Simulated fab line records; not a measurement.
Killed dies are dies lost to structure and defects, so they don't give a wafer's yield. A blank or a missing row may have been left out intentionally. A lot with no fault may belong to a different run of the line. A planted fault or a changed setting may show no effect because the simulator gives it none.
Chamber matching / flow nand-harc / NHARC_P_GATE_DEP_103 on pecvd-04: 3 sister chambers
The step deposits SiON, target thk 30 nm. 3 wafers are shown with their chamber, then 12 later ones without.

## EACH WAFER AND ITS CHAMBER
wafer=L090.6; chamber=0; heater-power-w (W)=736
wafer=L091.4; chamber=1; heater-power-w (W)=637
wafer=L091.6; chamber=2; heater-power-w (W)=791

## WAFERS WITHOUT THEIR CHAMBER
wafer=L092.3; heater-power-w (W)=701
wafer=L092.4; heater-power-w (W)=820
wafer=L092.6; heater-power-w (W)=673
wafer=L093.1; heater-power-w (W)=687
wafer=L093.3; heater-power-w (W)=711
wafer=L093.4; heater-power-w (W)=779
wafer=L095.1; heater-power-w (W)=731
wafer=L095.2; heater-power-w (W)=662
wafer=L095.3; heater-power-w (W)=753
wafer=L096.2; heater-power-w (W)=679
wafer=L096.4; heater-power-w (W)=658
wafer=L096.6; heater-power-w (W)=708

## THE CHAMBER EACH PASSED THROUGH
wafer=L092.3; from the rows above=can't be placed: 0 or 1 or 2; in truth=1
wafer=L092.4; from the rows above=can't be placed: 2 or 0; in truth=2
wafer=L092.6; from the rows above=can't be placed: 1 or 0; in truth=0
wafer=L093.1; from the rows above=can't be placed: 0 or 1 or 2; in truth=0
wafer=L093.3; from the rows above=can't be placed: 0 or 1 or 2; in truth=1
wafer=L093.4; from the rows above=can't be placed: 2 or 0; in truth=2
wafer=L095.1; from the rows above=can't be placed: 0 or 2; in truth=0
wafer=L095.2; from the rows above=can't be placed: 1 or 0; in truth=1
wafer=L095.3; from the rows above=can't be placed: 0 or 2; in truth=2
wafer=L096.2; from the rows above=can't be placed: 1 or 0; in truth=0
wafer=L096.4; from the rows above=can't be placed: 1 or 0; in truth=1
wafer=L096.6; from the rows above=can't be placed: 0 or 1 or 2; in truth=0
Placed correctly: 0 of 12. From these rows, 12 cannot be placed; in 12 the true chamber is one of the candidates. Number placed wrongly: 0.
How it was worked out, from the rows above alone: a wafer's distance from a chamber is the root of the sum, over the readings, of the square of ((its reading less the chamber's mean) divided by the reading's scatter). The wafer belongs to the nearest chamber; if the next one is less than 2 further off, it can't be placed. A chamber's mean is the mean of its shown wafers. The scatter: root of mean squared gap, hidden wafer to nearest shown wafer, with one shown wafer a chamber.
